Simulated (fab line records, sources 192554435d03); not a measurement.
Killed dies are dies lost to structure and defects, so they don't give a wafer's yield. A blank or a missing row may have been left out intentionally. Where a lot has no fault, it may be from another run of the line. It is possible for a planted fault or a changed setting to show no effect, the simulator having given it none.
Comparing a struck lot with a sound one | flow n5 finfet | 37 out of 1938 route steps
Sound: the wafers L687.3, L687.4, L687.6. The struck wafers were L680.2, L680.3, L680.5. The cause comes at the end.
Each step with rows lists, per side, the tool, then ch with its chambers, then its first start. Under that, the readings that differ: sound wafers | struck wafers | difference of the means | sigmas: that difference in standard deviations of wafers without a fault.
alike: readings whose means differ by less than 2 such deviations, and words and numbers that are the same on both sides. not compared: withheld readings, readings that some wafer has no value for, bounds like >300 that may hide the same value, and numbers for which the record gives no deviation and whose values overlap.
Wherever a step has rows on one side only, a row that says differs or no value, or a row with sigmas, the two part there. Non-overlapping numbers with no deviation appear without sigmas and do not part them. Lack of a reading on every wafer of one side parts them only where that side has two or more wafers.

first, 9 steps without rows for these wafers: N5_BEOL_M4_ANNEAL_95 (time 240 s); N5_BEOL_M4_SPUTTER_96 (material Cu, target thk 4.5 nm, time 8.29 s); N5_BEOL_M4_ECD_50 (material Cu, target thk 300 nm); N5_BEOL_M4_ANNEAL_51 (time 90 s); N5_BEOL_M4_CMP_52 (polishes, stops on SiOC, t overpolish 6.8 s, target thk 40 nm); N5_BEOL_M4_PRE_CLEAN_60 (time 15 s); N5_BEOL_M4_CO_CAP_55 (material Co, precursor CCTBA/H2, target thk 2 nm, time 102.1 s); N5_BEOL_M4_PRE_CLEAN_56 (time 15 s); N5_BEOL_M4_DEP_57 (deposits SiCN from 3MS/NH3, target thk 8 nm, time 14 s).
N5_BEOL_M4_RC_MEAS_101:
  sound on prober-02 ch 0, day 14 08:37; struck on prober-02 ch 0, day 12 10:10
  reading       | sound          | struck         | difference | sigmas
  DIBL_P (mV/V) | 35.6 33.7 31.5 | 36.4 39.6 41.1 | +5.4       | +2
  alike: DIBL_N, IOFF_N, IOFF_P, ION_N, ION_P, SS_N, SS_P, VT_N, VT_P
then, 24 steps without rows for these wafers: N5_BEOL_M5_ILD_DEP_00 (deposits SiCOH lowk from DEMS/porogen, target thk 140.64 nm, time 25.9 s); N5_BEOL_M5_CURE_79 (cures SiCOH lowk, time 240 s); N5_BEOL_M5_PECVD_70 (deposits SiO2 from TEOS/O2, target thk 16 nm, time 18 s); N5_BEOL_M5_HM_DEP_02 (deposits TiN, target thk 20 nm); N5_BEOL_M5_COAT_59 (time 60 s, resist thk 60 nm); N5_BEOL_M5_COAT_60 (time 60 s, resist thk 12 nm); N5_BEOL_M5_COAT_71 (time 60 s, resist thk 5 nm); N5_BEOL_M5_COAT_05 (resist thk 30 nm); N5_BEOL_M5_EBR_07; N5_BEOL_M5_SOFTBAKE_06 (time 60 s); N5_BEOL_M5_EXPOSE_08 (exposes mask M5, target cd 28 nm); N5_BEOL_M5_PEB_09 (peb time 60 s); N5_BEOL_M5_DEVELOP_10 (develop time 30 s); N5_BEOL_M5_DESCUM_16 (chemistry O2, time 7 s); N5_BEOL_M5_ETCH_72 (etches underlayer in N2/H2, target depth 6.5 nm, time 5.2 s); N5_BEOL_M5_ETCH_61 (etches SiARC in CF4, target depth 15.6 nm, time 26 s); N5_BEOL_M5_ETCH_62 (etches SOC in N2/H2, target depth 75 nm, overetch 15 nm, time 112.5 s); N5_BEOL_M5_STRIP_63 (strips in N2/H2); N5_BEOL_M5_STRIP_73 (strips in N2/H2); N5_BEOL_M5_STRIP_64 (strips in CF4); N5_BEOL_M5_HM_OPEN_17 (chemistry Cl2/BCl3, target TiN, target depth 20 nm, overetch 6 nm); N5_BEOL_M5_STRIP_19 (strips in O2); N5_BEOL_M5_COAT_65 (time 60 s, resist thk 60 nm); N5_BEOL_M5_COAT_66 (time 60 s, resist thk 12 nm).
-- record jumps: 2 days separate the struck wafers' starts on either side; left off in module BEOL_M5, taken up again in module BEOL_M9, whose first shown step is the route's number 1461 --
N5_BEOL_M9_SPUTTER_48: material Cu, target thk 12 nm, time 2 s.
  sound on pvd sputter-02 at day 16 05:27; struck on pvd sputter-01 at day 14 14:44
  no value came back on the struck wafers for bias v (V), cathode dc power W (W), chamber pressure pa (Pa), throttle valve pct (%); on the sound wafers bias v (V) reads 59.7 60.9 59.6
N5_BEOL_M9_CMP_52: polishes, stops on SiCOH lowk, t overpolish 7 s, target thk 140 nm.
  sound on cmp-03 ch 0,3, day 16 06:01; struck on cmp-03 ch 0,3, day 14 15:29
  reading                | sound    | struck | difference | sigmas
  time to endpoint s (s) | 61 60 58 | 0 0 0  | -60        | -18
  alike: motor current A
-- here the record skips 2 days between the struck wafers' starts before and after, leaving off in module BEOL_M9 and picking up in module PASSIVATION (first step shown: number 1936 of the route) --
N5_PASSIVATION_PROBE_49:
  only the struck wafers here have rows in the record (prober-02, day 17 01:59); the sound ones have none

WHERE THEY PART
First at N5_BEOL_M4_RC_MEAS_101; last, within this record, at N5_PASSIVATION_PROBE_49.

WHY: the cause the simulator had injected
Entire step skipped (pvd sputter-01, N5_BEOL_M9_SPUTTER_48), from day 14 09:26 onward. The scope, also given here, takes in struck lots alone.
